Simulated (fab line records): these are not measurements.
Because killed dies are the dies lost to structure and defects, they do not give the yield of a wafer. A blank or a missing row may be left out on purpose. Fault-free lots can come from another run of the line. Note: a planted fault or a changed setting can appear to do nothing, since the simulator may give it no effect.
Chamber matching    flow n5 finfet    4 sister chambers for N5_BEOL_M7_STRIP_19 on rie diel-01
The step strips in O2. 8 wafers are shown with their chamber, then 10 later ones without.

## WAFERS, EACH WITH ITS CHAMBER
wafer   chamber  showerhead plenum p Torr (Torr)  throttle valve pct (%)
L085.4  3        2.05                             16.40
L085.5  1        2.00                             16.91
L085.6  0        2.10                             17.02
L089.1  2        2.20                             16.87
L089.5  2        2.20                             16.84
L089.6  1        1.99                             16.95
L090.3  3        2.04                             16.43
L090.4  0        2.10                             17.05

## WAFERS MISSING THEIR CHAMBER
wafer   showerhead plenum p Torr (Torr)  throttle valve pct (%)
L090.5  2.04                             16.43
L093.3  2.20                             16.87
L093.4  1.99                             16.96
L093.6  1.99                             16.95
L094.1  2.09                             17.08
L094.2  2.04                             16.45
L094.5  2.04                             16.44
L096.2  2.04                             16.46
L096.3  1.99                             16.97
L096.6  1.99                             16.98

## EACH ONE'S CHAMBER
wafer   from the rows above  in truth
L090.5  3                    3
L093.3  2                    2
L093.4  1                    1
L093.6  1                    1
L094.1  0                    0
L094.2  3                    3
L094.5  3                    3
L096.2  3                    3
L096.3  1                    1
L096.6  1                    1
Placed correctly: 10 of 10. From these rows, 0 cannot be placed. Number placed wrongly: 0.
How it was worked out, from the rows above alone: a wafer's distance from a chamber is the root of the sum, over the readings, of the square of ((its reading less the chamber's mean) divided by the reading's scatter). If the next closest chamber is less than 2 further off than the closest, the wafer can't be placed; otherwise it belongs to the closest. A chamber's mean is the mean of its shown wafers. The scatter: take each reading less its chamber's mean, square it, sum over the shown wafers, divide by the number of wafers less the number of chambers, and take the root.
